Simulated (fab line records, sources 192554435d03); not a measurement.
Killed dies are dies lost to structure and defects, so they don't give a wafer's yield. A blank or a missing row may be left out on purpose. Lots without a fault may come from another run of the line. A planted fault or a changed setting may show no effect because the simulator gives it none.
Split-lot experiment | flow n5_finfet | 7 lots, 21 wafers read, on a route of 1938 steps

THE SPLIT
At N5_BEOL_M14_TRENCH_ETCH_34 (etches SiO2 in C4F8/O2/Ar, target depth 556.65 nm, time 126.9 s), the setting time_s was moved away from the recipe's 126.9 s on 9 of the 21 wafers read, by -21.5% to +20.2%. The other wafers ran this setting at the recipe's value.

FROM THE SPLIT TO THE READING: what the file shows between them, 10 steps
- N5_BEOL_M14_STRIP_70: strips in C4F8/O2/Ar
- N5_BEOL_M14_OCD_MEAS_35
- N5_BEOL_M14_STRIP_37: strips in O2
- N5_BEOL_M14_ETCH_38: etches SiCN in CF4/N2, target depth 106.5 nm, time 120.6 s
- N5_BEOL_M14_ECD_47: material Cu, target thk 1248 nm
- N5_BEOL_M14_ANNEAL_48: time 90 s
- N5_BEOL_M14_CMP_49: polishes, stops on SiO2, t overpolish 5.2 s, target thk 560 nm
- N5_BEOL_M14_THK_MEAS_50: measures by xrf
- N5_BEOL_M14_PRE_CLEAN_52: time 15 s
- N5_BEOL_M14_DEP_53: deposits SiCN from 3MS/NH3, target thk 50 nm, time 17.8 s

THE READING
M14_RS, in ohm/sq, at N5_BEOL_M14_RS_MEAS_54 (measures by four-point-probe). Fault-free wafers of this fab line usually give 0.0333 ohm/sq, standard deviation 0.0011 ohm/sq.

wafer  | tool, chamber at the split | time_s as run, s | against the recipe | M14_RS, ohm/sq | against lot-mates on the recipe
L074.1 | rie_diel-02, 0             | 126.9            | recipe             | 0.0339         | -
L074.2 | rie_diel-02, 1             | 126.9            | recipe             | 0.0332         | -
L074.6 | rie_diel-02, 3             | 126.9            | recipe             | 0.0319         | -
L075.1 | rie_diel-06, 1             | 126.9            | recipe             | 0.0337         | -
L075.4 | rie_diel-06, 2             | 141.1            | +11.2%             | 0.0318         | -0.0019
L075.5 | rie_diel-06, 1             | 141.1            | +11.2%             | 0.0303         | -0.0034
L076.2 | rie_diel-02, 3             | 146.8            | +15.7%             | 0.0271         | -0.0062
L076.3 | rie_diel-02, 1             | 126.9            | recipe             | 0.0333         | -
L076.6 | rie_diel-02, 1             | 126.9            | recipe             | 0.0332         | -
L079.2 | rie_diel-06, 0             | 110              | -13.3%             | 0.0369         | +0.0019
L079.3 | rie_diel-06, 2             | 126.9            | recipe             | 0.0356         | -
L079.4 | rie_diel-06, 3             | 126.9            | recipe             | 0.0344         | -
L080.3 | rie_diel-06, 1             | 142.7            | +12.5%             | 0.0298         | -0.0041
L080.5 | rie_diel-06, 1             | 126.9            | recipe             | 0.0339         | -
L080.6 | rie_diel-06, 0             | 142.7            | +12.5%             | 0.0279         | -0.0060
L092.1 | rie_diel-04, 1             | 126.9            | recipe             | 0.0332         | -
L092.4 | rie_diel-04, 3             | 99.64            | -21.5%             | 0.0413         | +0.0081
L092.5 | rie_diel-04, 1             | 99.64            | -21.5%             | 0.0430         | +0.0098
L096.2 | rie_diel-02, 3             | 126.9            | recipe             | 0.0318         | -
L096.4 | rie_diel-02, 2             | 126.9            | recipe             | 0.0335         | -
L096.6 | rie_diel-02, 1             | 152.5            | +20.2%             | 0.0278         | -0.0049

THE FIT
A straight line over all 21 wafers: M14_RS changes by -0.000349 ohm/sq for each +1% of time_s; r = -0.96; the points scatter about the line by 0.0012 ohm/sq.
The same after taking each lot's own level away (the mean of its wafers on the recipe; 21 wafers): -0.000343 ohm/sq for each +1%; r = -0.95; scatter 0.0012 ohm/sq.
On that fit, the largest move of time_s shifts the reading by 0.0074 ohm/sq.
The lots' own levels span 0.03265 to 0.03500 ohm/sq, that is 2.1 times the standard deviation above.
So the lot-to-lot level changes the slope little: the two slopes agree.
Check: with one of the wafers moved furthest among these (-21.5%) left out of the fit, the line predicts +0.00725 ohm/sq for it against its lot-mates. It came out at +0.0081 ohm/sq against them.

THE WHOLE CHAIN: every reading that the file lists as answering this split, in the file's order
step                       | what it does                                                    | reading                                                                       | change (the file's fit)              | r (the file's)
N5_BEOL_M14_TRENCH_ETCH_34 | etches SiO2 in C4F8/O2/Ar, target depth 556.65 nm, time 126.9 s | etch.depth_nm (the simulator's own value, which no gauge read)                | +5.34 nm for each +1% of the setting | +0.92
N5_BEOL_M14_OCD_MEAS_35    |                                                                 | trench_depth_nm                                                               | +5.34 nm for each +1% of the setting | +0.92
N5_BEOL_M14_CMP_49         | polishes, stops on SiO2, t overpolish 5.2 s, target thk 560 nm  | Cu_of_BEOL_M14_ECD_47.thk_nm (the simulator's own value, which no gauge read) | +5.38 nm for each +1% of the setting | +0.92
N5_BEOL_M14_THK_MEAS_50    | measures by xrf                                                 | M14_THK                                                                       | +5.47 for each +1% of the setting    | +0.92
N5_BEOL_M14_RS_MEAS_54     | measures by four-point-probe                                    | M14_RS                                                                        | -0.00032 for each +1% of the setting | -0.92

THE FILE'S OWN FIT
M14_RS changes by -0.00032 ohm/sq for each +1% of time_s, r = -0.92.
